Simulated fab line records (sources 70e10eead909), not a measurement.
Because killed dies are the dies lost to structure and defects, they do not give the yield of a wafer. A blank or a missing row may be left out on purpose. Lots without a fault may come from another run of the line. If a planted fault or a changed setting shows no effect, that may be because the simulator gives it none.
Comparing a struck lot with a sound one | flow nandHarc | 13 out of 1302 route steps
Sound: the wafers L786.2, L786.5, L786.6. Struck: wafers L796.2, L796.5, L796.6. At the end, the cause is stated.
For every step that has rows: the tool of each side, followed by ch and its chambers, followed by its first start. Under that, the readings that differ: sound wafers | struck wafers | difference of the means | sigmas: that difference in standard deviations of wafers without a fault.
alike: same words and numbers on both sides, and readings whose means sit less than 2 such deviations apart. not compared: any withheld reading, any reading some wafer has no value for, any bound like >300 that may hide the same value, and any number with overlapping values for which the record gives no deviation.
The two part at a step that has a row with sigmas, a row that says differs or no value, or rows on one side only. Non-overlapping numbers with no deviation appear without sigmas and do not part them. Lack of a reading on every wafer of one side parts them only where that side has two or more wafers.

NHARC_A_ONON_D1_THK_MEAS_21: measures by ellipsometry.
  sound: filmMetro-02 at day 11 05:38; struck: filmMetro-02 at day 15 05:07
  alike: thkNm
then, 1 step without rows for these wafers: NHARC_A_ONON_D1_DEP_22 (target thk 1000 nm).
NHARC_A_ONON_D1_THK_MEAS_24: measures by ellipsometry.
  sound: filmMetro-01 at day 11 06:12; struck: filmMetro-01 at day 15 05:40
reading    | sound          | struck      | difference | sigmas
thkNm (nm) | 1006 1006 1007 | 986 986 984 | -21        | -2
then, 1 step without rows for these wafers: NHARC_A_ONON_D1_DEP_25 (target thk 1000 nm).
NHARC_A_ONON_D1_THK_MEAS_27: measures by ellipsometry.
  sound: filmMetro-02 at day 11 06:46; struck: filmMetro-02 at day 15 06:14
  alike: thkNm
then, 1 step without rows for these wafers: NHARC_A_ONON_D1_DEP_28 (target thk 1000 nm).
NHARC_A_ONON_D1_THK_MEAS_30: measures by ellipsometry.
  sound: filmMetro-02 at day 11 07:20; struck: filmMetro-02 at day 15 06:48
  alike: thkNm
NHARC_A_ONON_D1_DEP_33: deposits SiO2, target thk 200 nm.
  sound on pecvd-01 ch 0,1,2, day 11 07:23; struck on pecvd-01 ch 0,1, day 15 06:52
  alike: heaterPowerW, mfcPrecursorSccm, rfFwdPowerW, showerheadVppV, throttleValvePct
NHARC_A_ONON_D1_THK_MEAS_34: measures by ellipsometry.
  sound: filmMetro-02 at day 11 07:49; struck: filmMetro-02 at day 15 07:16
  alike: thkNm
NHARC_A_ONON_D1_INSPECT_32:
  sound: defectInspect-01 at day 11 07:54; struck: defectInspect-02 at day 15 07:20
  alike: rawDefectCount
NHARC_A_CHANNEL_HOLE_D1_DEP_00: deposits aC, target thk 3100 nm.
  sound on aclDep-01 ch 0, day 11 09:26; struck on aclDep-01 ch 0, day 15 07:55
  alike: throttleValvePct
NHARC_A_CHANNEL_HOLE_D1_DEP_01: deposits SiON, target thk 140 nm.
  sound on pecvd-04 ch 0,2, day 11 11:36; struck on pecvd-04 ch 0,1,2, day 15 09:31
reading         | sound             | struck            | difference | sigmas
rfFwdPowerW (W) | 346.7 346.9 348.1 | 291.6 290.5 291.1 | -56.2      | -47
  alike: heaterPowerW, showerheadVppV
then, 1 step without rows for these wafers: NHARC_A_CHANNEL_HOLE_D1_DEHYDRATE_02 (time 120 s).

## WHERE THEY PART
First at NHARC_A_ONON_D1_THK_MEAS_24; last, within this record, at NHARC_A_CHANNEL_HOLE_D1_DEP_01.

WHY: whatever the simulator had introduced
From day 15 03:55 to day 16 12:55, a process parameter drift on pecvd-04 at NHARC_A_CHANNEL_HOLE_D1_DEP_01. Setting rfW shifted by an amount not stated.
